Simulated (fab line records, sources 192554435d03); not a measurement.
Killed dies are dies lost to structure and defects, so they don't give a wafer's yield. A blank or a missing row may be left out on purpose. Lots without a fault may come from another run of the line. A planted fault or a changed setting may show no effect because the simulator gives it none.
A struck lot beside a sound one | flow n5_finfet | 14 steps out of a route of 1938
Sound: wafers L645.1, L645.2, L645.6. Struck: wafer L652.1. (L652.2, L652.4 of the same lot were not struck and are left out.) The cause comes at the end.
At each step with rows: each side's tool, then ch and its chambers, then its first start. Under that, the readings that differ: sound wafers | struck wafers | difference of the means | sigmas: that difference in standard deviations of wafers without a fault.
alike: readings whose means differ by less than 2 such deviations, and words and numbers that are the same on both sides. not compared: withheld readings, readings that some wafer has no value for, bounds like >300 that may hide the same value, and numbers for which the record gives no deviation and whose values overlap.
The two part at a step that has a row with sigmas, a row that says differs or no value, or rows on one side only. Numbers that don't overlap but have no deviation are shown without sigmas and don't part them. A reading that every wafer of one side lacks parts them only if that side has two wafers or more.

first, 4 steps without rows for these wafers: N5_BEOL_M11_SOFTBAKE_06 (time 60 s); N5_BEOL_M11_EXPOSE_08 (exposes mask M11); N5_BEOL_M11_PEB_09 (peb time 60 s); N5_BEOL_M11_DEVELOP_10 (develop time 30 s).
N5_BEOL_M11_CD_MEAS_11: target cd 64.1 nm.
  sound on cd_sem-03 ch 0, day 13 21:40; struck on cd_sem-02 ch 0, day 16 11:25
  reading    | sound          | struck | difference | sigmas
  cd_nm (nm) | 63.6 63.2 63.5 | 65.5   | +2.1       | +3
N5_BEOL_M11_OVL_MEAS_12:
  sound on overlay-01 ch 0, day 13 21:42; struck on overlay-01 ch 0, day 16 11:26
  reading      | sound          | struck | difference | sigmas
  M11_OVL (nm) | -1.1 -1.6 -1.0 | 0.7    | +1.9       | +2
N5_BEOL_M11_INSPECT_13: inspects for defects (brightfield).
  sound on defect_inspect-02, day 13 21:44; struck on defect_inspect-02, day 16 11:28
  alike: raw_defect_count
N5_BEOL_M11_DESCUM_16: chemistry O2, time 7.9 s.
  sound on rie_diel-06 ch 0,1,2, day 13 21:46; struck on rie_diel-01 ch 0, day 16 12:02
  alike: drypump_motor_current_A, oes_product_au, rf_vpp_V, showerhead_plenum_p_Torr, throttle_valve_pct
  not compared: rf_hours_counter_h
N5_BEOL_M11_ETCH_61: etches SiARC in CF4, target depth 39 nm, time 65 s.
  sound on rie_diel-06 ch 0,1,2, day 13 21:48; struck on rie_diel-01 ch 0, day 16 12:05
  alike: drypump_motor_current_A, etch_rf_on_time_s, oes_product_au, rf_vpp_V, showerhead_plenum_p_Torr, throttle_valve_pct
  not compared: rf_hours_counter_h
N5_BEOL_M11_ETCH_62: etches SOC in N2/H2, target depth 110 nm, overetch 22 nm, time 165 s.
  sound on rie_diel-06 ch 0,1,2, day 13 21:51; struck on rie_diel-01 ch 0, day 16 12:08
  alike: drypump_motor_current_A, oes_product_au, rf_vpp_V, showerhead_plenum_p_Torr, throttle_valve_pct
  not compared: rf_hours_counter_h
then, 1 step without rows for these wafers: N5_BEOL_M11_STRIP_68 (strips in N2/H2).
N5_BEOL_M11_STRIP_67: strips in CF4.
  sound on rie_diel-06 ch 0,1,2, day 13 22:00; struck on rie_diel-01 ch 0, day 16 12:16
  alike: drypump_motor_current_A, oes_product_au, rf_vpp_V, showerhead_plenum_p_Torr, throttle_valve_pct
  not compared: rf_hours_counter_h
N5_BEOL_M11_HM_OPEN_17: chemistry Cl2/BCl3, target TiN, target depth 20 nm, overetch 6 nm.
  sound on rie_metal-03 ch 0,1, day 13 22:02; struck on rie_metal-03 ch 0, day 16 12:19
  reading                                   | sound          | struck | difference | sigmas
  model.SOC_of_BEOL_M11_COAT_59.thk_nm (nm) | 92.8 92.6 92.2 | 88     | -5         |
  alike: drypump_motor_current_A, oes_product_au, throttle_valve_pct
  not compared: rf_hours_counter_h
N5_BEOL_M11_STRIP_19: strips in O2.
  sound on rie_diel-01 ch 0,1, day 13 22:09; struck on rie_diel-01 ch 0, day 16 12:26
  alike: drypump_motor_current_A, oes_product_au, rf_vpp_V, showerhead_plenum_p_Torr, throttle_valve_pct
  not compared: rf_hours_counter_h

WHERE THEY PART
First at N5_BEOL_M11_CD_MEAS_11; last, within this record, at N5_BEOL_M11_OVL_MEAS_12. Later steps at which nothing parts them and some readings are alike: N5_BEOL_M11_INSPECT_13, N5_BEOL_M11_DESCUM_16, N5_BEOL_M11_ETCH_61, N5_BEOL_M11_ETCH_62, N5_BEOL_M11_STRIP_67, N5_BEOL_M11_HM_OPEN_17, N5_BEOL_M11_STRIP_19.

WHY: what the simulator had put in
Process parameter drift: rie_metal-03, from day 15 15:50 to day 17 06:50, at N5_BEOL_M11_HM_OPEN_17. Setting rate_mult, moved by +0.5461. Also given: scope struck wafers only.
